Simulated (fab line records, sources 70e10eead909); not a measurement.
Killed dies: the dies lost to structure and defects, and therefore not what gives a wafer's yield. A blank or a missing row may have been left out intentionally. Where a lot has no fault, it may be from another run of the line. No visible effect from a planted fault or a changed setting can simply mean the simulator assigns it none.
The tool behind it: which one? | flow nand harc | 36 wafers from 12 lots sampled at 5 of the route's 1302 steps

## WHAT EACH GAUGE READ, for each wafer
NHARC_A_M1_INSPECT_27. Usual: raw defect count at 542, with a standard deviation of 130.
lot  | measured     | on                | raw defect count | flag
L948 | day 22 17:13 | defect inspect-02 | 449 467 427      |
L951 | day 23 15:45 | defect inspect-01 | 293 332 303      |
L950 | day 23 20:00 | defect inspect-01 | 645 558 596      |
L952 | day 24 08:02 | defect inspect-02 | 536 467 619      |
L958 | day 27 04:29 | defect inspect-02 | 663 738 667      |
L959 | day 27 07:17 | defect inspect-02 | 796 586 613      |
L956 | day 27 12:52 | defect inspect-02 | 700 600 652      |
L960 | day 27 21:23 | defect inspect-02 | 438 850 809      |
L968 | day 31 11:23 | defect inspect-02 | 461 580 392      |
L971 | day 31 19:34 | defect inspect-01 | 481 748 571      |
L969 | day 31 20:44 | defect inspect-02 | 351 336 361      |
L970 | day 32 10:09 | defect inspect-01 | 587 495 664      |

NHARC_END_SORT_01. Usual: defect limited yield 91.9 %, standard deviation 2.2; killed at array 50, standard deviation 14; killed at other 0.9, standard deviation 1; killed at periphery 3.9, standard deviation 2.5; killed dies 55, standard deviation 15; killed open 3.5, standard deviation 1.9; killed short 2.5, standard deviation 1.7; sort_bin_2_pct 3.0 %, standard deviation 1.1; sort_bin_3_pct 0.6 %, standard deviation 0.33; sort_bin_4_pct 4.6 %, standard deviation 1.1; sort n pass 622, standard deviation 15; sort rim yield pct 90 %, standard deviation 3.8; sort yield pct 91.9 %, standard deviation 2.2.
lot  | measured     | on        | defect limited yield (%) | killed at array | killed at other | killed at periphery | killed dies | killed open | killed short | sort_bin_2_pct (%) | sort_bin_3_pct (%) | sort_bin_4_pct (%) | sort n pass | sort rim yield pct (%) | sort yield pct (%) | flag
L948 | day 24 02:50 | prober-02 | 93.4 91.0 91.3           | 41 54 56        | 1 0 1           | 3 7 2               | 45 61 59    | 4 5 4       | 1 1 5        | 3.2 3.0 2.8        | 0.1 1.0 0.7        | 3.2 5.0 5.2        | 632 616 618 | 87 92 93               | 93.4 91.0 91.3     |
L951 | day 25 00:10 | prober-01 | 94.8 96.3 96.9           | 29 20 17        | 3 1 0           | 3 4 4               | 35 25 21    | 2 1 3       | 4 2 2        | 0.7 1.3 0.6        | 0.1 0.1 0.1        | 4.3 2.2 2.4        | 642 652 656 | 94 95 97               | 94.8 96.3 96.9     |
L950 | day 25 07:10 | prober-01 | 92.3 92.6 92.9           | 50 46 44        | 1 0 1           | 1 4 3               | 52 50 48    | 1 4 1       | 1 1 1        | 3.2 2.7 3.0        | 0.3 0.6 0.3        | 4.1 4.1 3.8        | 625 627 629 | 90 83 92               | 92.3 92.6 92.9     |
L952 | day 25 16:31 | prober-02 | 92.9 92.8 91.1           | 45 46 51        | 0 1 1           | 3 2 8               | 48 49 60    | 4 4 6       | 3 1 5        | 2.5 2.8 3.4        | 0.6 0.3 0.4        | 4.0 4.1 5.0        | 629 628 617 | 96 93 93               | 92.9 92.8 91.1     |
L958 | day 28 17:17 | prober-01 | 89.2 93.6 93.1           | 69 38 45        | 3 1 0           | 1 4 2               | 73 43 47    | 6 4 2       | 2 1 2        | 3.5 3.2 2.4        | 0.3 0.7 0.6        | 6.9 2.4 4.0        | 604 634 630 | 89 90 91               | 89.2 93.6 93.1     |
L959 | day 28 15:40 | prober-02 | 93.4 94.2 95.7           | 43 35 25        | 1 1 2           | 1 3 2               | 45 39 29    | 5 4 1       | 2 3 2        | 2.4 1.6 0.7        | 0.3 0.1 0.4        | 4.0 4.0 3.1        | 632 638 648 | 91 98 90               | 93.4 94.2 95.7     |
L956 | day 29 00:21 | prober-01 | 93.2 92.2 92.0           | 44 50 50        | 0 3 2           | 2 0 2               | 46 53 54    | 1 6 4       | 5 1 3        | 3.1 2.7 3.7        | 0.4 0.6 0.3        | 3.2 4.6 4.0        | 631 624 623 | 97 92 92               | 93.2 92.2 92.0     |
L960 | day 29 07:17 | prober-01 | 92.3 91.7 91.9           | 47 45 47        | 0 0 0           | 5 11 8              | 52 56 55    | 2 5 5       | 2 4 2        | 2.8 3.5 2.7        | 0.4 0.9 0.3        | 4.4 3.8 5.2        | 625 621 622 | 87 91 87               | 92.3 91.7 91.9     |
L968 | day 33 02:43 | prober-01 | 90.0 91.0 91.6           | 57 54 50        | 1 3 3           | 10 4 4              | 68 61 57    | 5 3 3       | 9 2 2        | 4.0 3.1 3.2        | 0.6 0.4 0.7        | 5.5 5.5 4.4        | 609 616 620 | 79 88 91               | 90.0 91.0 91.6     |
L971 | day 33 08:41 | prober-02 | 88.3 89.7 86.7           | 70 64 84        | 0 0 1           | 9 6 5               | 79 70 90    | 1 6 2       | 3 0 8        | 5.8 4.0 6.8        | 1.0 1.2 1.2        | 4.9 5.2 5.3        | 598 607 587 | 87 90 85               | 88.3 89.7 86.7     |
L969 | day 33 10:28 | prober-01 | 96.8 95.7 95.6           | 19 23 23        | 0 2 1           | 3 4 6               | 22 29 30    | 1 9 4       | 3 0 1        | 0.3 1.3 1.0        | 0 0 0              | 3.0 3.0 3.4        | 655 648 647 | 96 95 98               | 96.8 95.7 95.6     |
L970 | day 34 06:47 | prober-02 | 91.3 89.5 92.5           | 58 69 48        | 0 0 0           | 1 2 3               | 59 71 51    | 1 1 1       | 1 1 3        | 3.5 4.1 3.8        | 1.3 1.3 0.6        | 3.8 5.0 3.1        | 618 606 626 | 92 86 89               | 91.3 89.5 92.5     |

## EACH LOT AND THE TOOL THAT RAN IT (in order: tool; ch and the chambers of the sampled wafers; start)
lot  | NHARC_A_BONDPAD_CMP_29        | NHARC_A_BONDPAD_ETCH_34            | NHARC_A_BONDPAD_PRE_CLEAN_26
L948 | cmp-02 ch 0,1,2, day 22 18:31 | rie diel-06 ch 0,1, day 22 19:34   | pvd sputter-02, day 24 02:50 or earlier
L951 | cmp-03 ch 1,2,3, day 23 16:56 | rie diel-06 ch 0,3, day 23 17:52   | pvd sputter-01, day 25 00:10 or earlier
L950 | cmp-03 ch 0,1, day 23 21:17   | rie diel-06 ch 1,3, day 23 22:15   | pvd sputter-02, day 25 07:10 or earlier
L952 | cmp-01 ch 1,2, day 24 09:09   | rie diel-07 ch 0,1, day 24 10:16   | pvd sputter-02, day 25 16:31 or earlier
L958 | cmp-02 ch 1,3, day 27 05:36   | rie diel-07 ch 0,2, day 27 06:43   | pvd sputter-01, day 28 17:17 or earlier
L959 | cmp-03 ch 1,2, day 27 08:26   | rie diel-06 ch 0,1,2, day 27 09:31 | pvd sputter-02, day 28 15:40 or earlier
L956 | cmp-02 ch 0,1,2, day 27 13:59 | rie diel-06 ch 0,1,2, day 27 15:07 | pvd sputter-03, day 29 00:21 or earlier
L960 | cmp-01 ch 0,2,3, day 27 22:32 | rie diel-06 ch 0,1,2, day 27 23:29 | pvd sputter-02, day 29 07:17 or earlier
L968 | cmp-03 ch 1,2,3, day 31 12:32 | rie diel-06 ch 0,2,3, day 31 13:29 | pvd sputter-01, day 33 02:43 or earlier
L971 | cmp-02 ch 0,2,3, day 31 20:47 | rie diel-06 ch 0,1,2, day 31 21:52 | pvd sputter-01, day 33 08:41 or earlier
L969 | cmp-01 ch 0,1,3, day 31 21:53 | rie diel-06 ch 0,2,3, day 31 22:59 | pvd sputter-01, day 33 10:28 or earlier
L970 | cmp-01 ch 0,1,2, day 32 11:17 | rie diel-06 ch 1,3, day 32 12:22   | pvd sputter-01, day 34 06:47 or earlier
- NHARC_A_BONDPAD_CMP_29: polishes SiCN, target thk 200 nm.
- NHARC_A_BONDPAD_ETCH_34: etches the open film in N2/H2, target depth 60 nm, overetch 18 nm, time 65.91 s.
- NHARC_A_BONDPAD_PRE_CLEAN_26: time 30 s.

## AS READ BY THE TOOLS THEMSELVES (means over the sampled wafers that have a number; for cases with no such wafer, the mark the record gives instead)
NHARC_A_BONDPAD_CMP_29. Usual: motor current A at 11.9 A, with a standard deviation of 0.96.
lot  | tool   | motor current A (A) | flag
L948 | cmp-02 | 11.7                |
L951 | cmp-03 | 12.9                |
L950 | cmp-03 | 12.3                |
L952 | cmp-01 | 11.5                |
L958 | cmp-02 | 10.4                |
L959 | cmp-03 | 12.9                |
L956 | cmp-02 | 11.6                |
L960 | cmp-01 | 12.0                |
L968 | cmp-03 | 13.2                |
L971 | cmp-02 | 11.5                |
L969 | cmp-01 | 11.8                |
L970 | cmp-01 | 11.5                |

NHARC_A_BONDPAD_ETCH_34. Usual: for drypump motor current A, 5.9 A with a standard deviation of 0.38; for n2 flow sccm, 150.0 sccm with a standard deviation of 0.44; for oes product au, 1.000 a.u. with a standard deviation of 0.0062; for rf vpp V, 430.0 V with a standard deviation of 2.9; for run length s, 87.4 s with a standard deviation of 0.33; for showerhead plenum p Torr, 2.02 Torr with a standard deviation of 0.11; for throttle valve pct, 14.170 % with a standard deviation of 0.0086.
lot  | tool        | drypump motor current A (A) | n2 flow sccm (sccm) | oes product au (a.u.) | rf vpp V (V) | run length s (s) | showerhead plenum p Torr (Torr) | throttle valve pct (%) | flag
L948 | rie diel-06 | 5.7                         | 150.3               | 0.992                 | 432.0        | 87.3             | 2.12                            | 14.165                 |
L951 | rie diel-06 | 5.6                         | 150.5               | 1.001                 | 427.9        | 87.2             | 1.94                            | 14.169                 |
L950 | rie diel-06 | 5.7                         | 149.9               | 1.002                 | 431.8        | 87.4             | 2.09                            | 14.168                 |
L952 | rie diel-07 | 5.4                         | 149.7               | 0.996                 | 427.3        | 87.3             | 1.92                            | 14.179                 |
L958 | rie diel-07 | 5.2                         | 150.2               | 1.002                 | 426.4        | 87.3             | 1.91                            | 14.172                 |
L959 | rie diel-06 | 6.0                         | 150.2               | 1.003                 | 430.8        | 87.4             | 2.04                            | 14.169                 |
L956 | rie diel-06 | 6.1                         | 149.8               | 0.991                 | 430.4        | 87.3             | 2.04                            | 14.170                 |
L960 | rie diel-06 | 6.0                         | 150.0               | 1.000                 | 430.1        | 82.6             | 2.04                            | 14.165                 | OFF
L968 | rie diel-06 | 6.0                         | 150.2               | 1.000                 | 427.4        | 87.4             | 1.95                            | 14.173                 |
L971 | rie diel-06 | 6.0                         | 150.0               | 1.005                 | 431.3        | 87.5             | 2.04                            | 14.168                 |
L969 | rie diel-06 | 6.0                         | 150.3               | 1.001                 | 428.8        | 87.3             | 1.95                            | 14.168                 |
L970 | rie diel-06 | 5.6                         | 149.4               | 0.998                 | 429.5        | 87.2             | 2.00                            | 14.166                 |

NHARC_A_BONDPAD_PRE_CLEAN_26. Usual: heater power w at 401 W, with a standard deviation of 38.
lot  | tool           | heater power w (W) | flag
L948 | pvd sputter-02 | 380                |
L951 | pvd sputter-01 | 400                |
L950 | pvd sputter-02 | 424                |
L952 | pvd sputter-02 | 416                |
L958 | pvd sputter-01 | 432                |
L959 | pvd sputter-02 | 398                |
L956 | pvd sputter-03 | 369                |
L960 | pvd sputter-02 | 405                |
L968 | pvd sputter-01 | 400                |
L971 | pvd sputter-01 | 360                |
L969 | pvd sputter-01 | 389                |
L970 | pvd sputter-01 | 391                |

## THE ANSWER, worked out from the rows above alone
Rule: take the mean of a lot's wafers that have a number; if it is more than 3 standard deviations from the usual mean, the lot is off. Also off: a lot with no number at a reading for which 4 or more lots have one. All remaining lots with rows at the step are treated as sound. After the gauges, taken in route order, come the tools' own readings; for these a lot's mean is taken, as printed above. The first step at which some lot is off is used, and at that step the reading that is off furthest; a lot without a number counts as furthest.
Off, at NHARC_A_BONDPAD_ETCH_34 on run length s: L960.
If a tool, at that step or one of the process steps before it, ran each lot that is off and ran no sound lot following the first of them, it fits. None of those tried fits.

## WHAT THE SIMULATOR HAD INSERTED
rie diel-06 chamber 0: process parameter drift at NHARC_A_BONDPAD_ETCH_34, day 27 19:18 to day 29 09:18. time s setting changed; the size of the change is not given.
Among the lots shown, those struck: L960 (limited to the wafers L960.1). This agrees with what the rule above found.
